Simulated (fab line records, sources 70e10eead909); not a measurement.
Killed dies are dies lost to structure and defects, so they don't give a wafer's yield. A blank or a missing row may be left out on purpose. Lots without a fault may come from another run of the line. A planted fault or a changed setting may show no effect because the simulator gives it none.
Chamber matching | flow nand_harc | NHARC_P_CONTACT_CMP_01 on cmp-02: 4 sister chambers
The step polishes SiO2, target thk 200 nm. 8 wafers are shown with their chamber, then 8 later ones without.

WAFERS WITH THEIR CHAMBER
wafer  | chamber | motor_current_A (A)
L079.2 | 2       | 11.7
L079.5 | 1       | 11.3
L081.5 | 1       | 11.5
L081.6 | 0       | 10.8
L086.1 | 0       | 10.0
L086.2 | 2       | 11.1
L086.5 | 3       | 11.8
L089.2 | 3       | 11.2

WAFERS WITHOUT THEIR CHAMBER
wafer  | motor_current_A (A)
L089.4 | 11.5
L089.6 | 11.2
L090.1 | 11.8
L090.4 | 10.6
L090.5 | 10.9
L091.1 | 11.1
L091.2 | 10.6
L091.3 | 12.0

WHICH CHAMBER EACH WENT THROUGH
wafer  | from the rows above               | in truth
L089.4 | can't be placed: 3 or 1 or 2      | 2
L089.6 | can't be placed: 2 or 1 or 3 or 0 | 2
L090.1 | can't be placed: 3 or 1 or 2      | 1
L090.4 | can't be placed: 0 or 2 or 1 or 3 | 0
L090.5 | can't be placed: 2 or 0 or 1 or 3 | 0
L091.1 | can't be placed: 2 or 1 or 3 or 0 | 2
L091.2 | can't be placed: 0 or 2 or 1 or 3 | 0
L091.3 | can't be placed: 3 or 1 or 2      | 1
Placed correctly: 0 of 8. Can't be placed from these rows: 8 (the true chamber is among the candidates in 8). Placed wrongly: 0.
How it was worked out, from the rows above alone: a wafer's distance from a chamber is the root of the sum, over the readings, of the square of ((its reading less the chamber's mean) divided by the reading's scatter). The wafer belongs to the nearest chamber; if the next one is less than 2 further off, it can't be placed. A chamber's mean is the mean of its shown wafers. The scatter: the root of (the sum of the squares of (reading less its chamber's mean) over the shown wafers, divided by (wafers less chambers)).
